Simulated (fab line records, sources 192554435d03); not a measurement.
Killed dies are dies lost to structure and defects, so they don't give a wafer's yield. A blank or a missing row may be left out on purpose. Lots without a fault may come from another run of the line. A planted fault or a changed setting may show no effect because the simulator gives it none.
Tool commonality check | flow n5_finfet | 10 lots, 28 wafers sampled

WHY IT WAS OPENED
At N5_FIN_CUT_CD_MEAS_08 the reading cd_nm is flagged on 2 of 10 lots. Wafers without a fault read 29.13 nm, standard deviation 0.22.
Rule: a lot is flagged when every wafer of it that has a number lies more than 4 standard deviations from that mean, or none has a number. The other lots count as sound.

lot  | measured    | on        | cd_nm (nm), wafer by wafer | flag
L388 | day 2 14:31 | cd_sem-01 | 29.41 28.96                |
L390 | day 3 02:31 | cd_sem-03 | 29.42 29.10 29.33          |
L392 | day 3 14:27 | cd_sem-01 | 29.31 29.36 29.40          |
L394 | day 4 02:33 | cd_sem-03 | 29.15 29.25                |
L396 | day 4 15:04 | cd_sem-02 | 29.08 28.95 29.00          |
L397 | day 5 00:38 | cd_sem-03 | 29.14 28.79 29.12          |
L401 | day 6 01:03 | cd_sem-01 | 29.17 29.00 28.88          |
L406 | day 7 02:44 | cd_sem-01 | 31.12 31.42 30.79          | FLAGGED
L407 | day 7 08:41 | cd_sem-02 | 30.46 30.82 30.47          | FLAGGED
L409 | day 7 20:19 | cd_sem-02 | 28.98 29.51 29.40          |
The numbers of the flagged lots are 30.85 nm on average: +1.72 nm against the usual, or +8 standard deviations.

WHICH TOOL RAN EACH LOT
The record holds 3 process steps before the reading, out of a route of 1938 steps. In each cell: the tool, then ch and the chambers that the sampled wafers went through, then the start.
lot  | flag    | N5_FIN_SAQP_RECESS_71             | N5_FIN_SAQP_HM_CD_35   | N5_FIN_CUT_EXPOSE_05
L388 |         | vapor_etch-02 ch 0, day 2 12:50   | cd_sem-03, day 2 13:47 | euv_scanner-02 ch 0, day 2 14:23
L390 |         | vapor_etch-01 ch 0,1, day 3 00:58 | cd_sem-02, day 3 01:54 | euv_scanner-01 ch 0, day 3 02:23
L392 |         | vapor_etch-02 ch 0, day 3 12:34   | cd_sem-03, day 3 13:49 | euv_scanner-01 ch 0, day 3 14:19
L394 |         | vapor_etch-02 ch 1, day 4 00:51   | cd_sem-02, day 4 01:48 | euv_scanner-02 ch 0, day 4 02:25
L396 |         | vapor_etch-02 ch 0,1, day 4 13:25 | cd_sem-03, day 4 14:20 | euv_scanner-01 ch 0, day 4 14:57
L397 |         | vapor_etch-01 ch 1, day 4 22:35   | cd_sem-01, day 5 00:01 | euv_scanner-01 ch 0, day 5 00:30
L401 |         | vapor_etch-01 ch 0,1, day 5 23:30 | cd_sem-01, day 6 00:26 | euv_scanner-02 ch 0, day 6 00:55
L406 | FLAGGED | vapor_etch-02 ch 1, day 7 01:07   | cd_sem-03, day 7 02:07 | euv_scanner-02 ch 0, day 7 02:37
L407 | FLAGGED | vapor_etch-01 ch 0,1, day 7 07:07 | cd_sem-02, day 7 08:03 | euv_scanner-02 ch 0, day 7 08:33
L409 |         | vapor_etch-02 ch 0, day 7 18:38   | cd_sem-03, day 7 19:34 | euv_scanner-01 ch 0, day 7 20:11
What these steps do:
- N5_FIN_SAQP_RECESS_71: chemistry HF/NH3, target SiO2, target depth 3 nm, afs cycles 1, sublimation time 60 s.
- N5_FIN_SAQP_HM_CD_35: target cd 8 nm.
- N5_FIN_CUT_EXPOSE_05: exposes mask FIN CUT.
- N5_FIN_CUT_CD_MEAS_08: target cd 29.1 nm.

FLAGGED OVER TOTAL, TOOL BY TOOL (the gauges that took the reading come last)
step                  | tool           | lots run | flagged | share of the flagged lots | sound lots run after its first flagged lot
N5_FIN_SAQP_RECESS_71 | vapor_etch-01  | 4        | 1       | some                      | 0
N5_FIN_SAQP_RECESS_71 | vapor_etch-02  | 6        | 1       | some                      | 1 (L409)
N5_FIN_SAQP_HM_CD_35  | cd_sem-01      | 2        | 0       | none                      | -
N5_FIN_SAQP_HM_CD_35  | cd_sem-02      | 3        | 1       | some                      | 0
N5_FIN_SAQP_HM_CD_35  | cd_sem-03      | 5        | 1       | some                      | 1 (L409)
N5_FIN_CUT_EXPOSE_05  | euv_scanner-01 | 5        | 0       | none                      | -
N5_FIN_CUT_EXPOSE_05  | euv_scanner-02 | 5        | 2       | all                       | 0
N5_FIN_CUT_CD_MEAS_08 | cd_sem-01      | 4        | 1       | some                      | 0
N5_FIN_CUT_CD_MEAS_08 | cd_sem-02      | 3        | 1       | some                      | 1 (L409)
N5_FIN_CUT_CD_MEAS_08 | cd_sem-03      | 3        | 0       | none                      | -

WHAT THE TABLE ALLOWS
1 row of the table ran every flagged lot: euv_scanner-02 at N5_FIN_CUT_EXPOSE_05.
- euv_scanner-02 at N5_FIN_CUT_EXPOSE_05: 2 of its 5 lots flagged. Its last sound lot is L401 (day 6 00:55), its first flagged lot L406 (day 7 02:37): a fault that began between those two fits. Its own readings lie more than 4 standard deviations out on every wafer of the flagged lots: exposure_dose_mJ_cm2.
One tool is left: euv_scanner-02 at N5_FIN_CUT_EXPOSE_05.

WHAT THE SIMULATOR HAD PUT IN
Process parameter drift: euv_scanner-02, from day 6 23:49 on, at N5_FIN_CUT_EXPOSE_05. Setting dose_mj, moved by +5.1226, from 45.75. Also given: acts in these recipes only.
Lots struck among those shown: L406, L407. The rule above found the same.
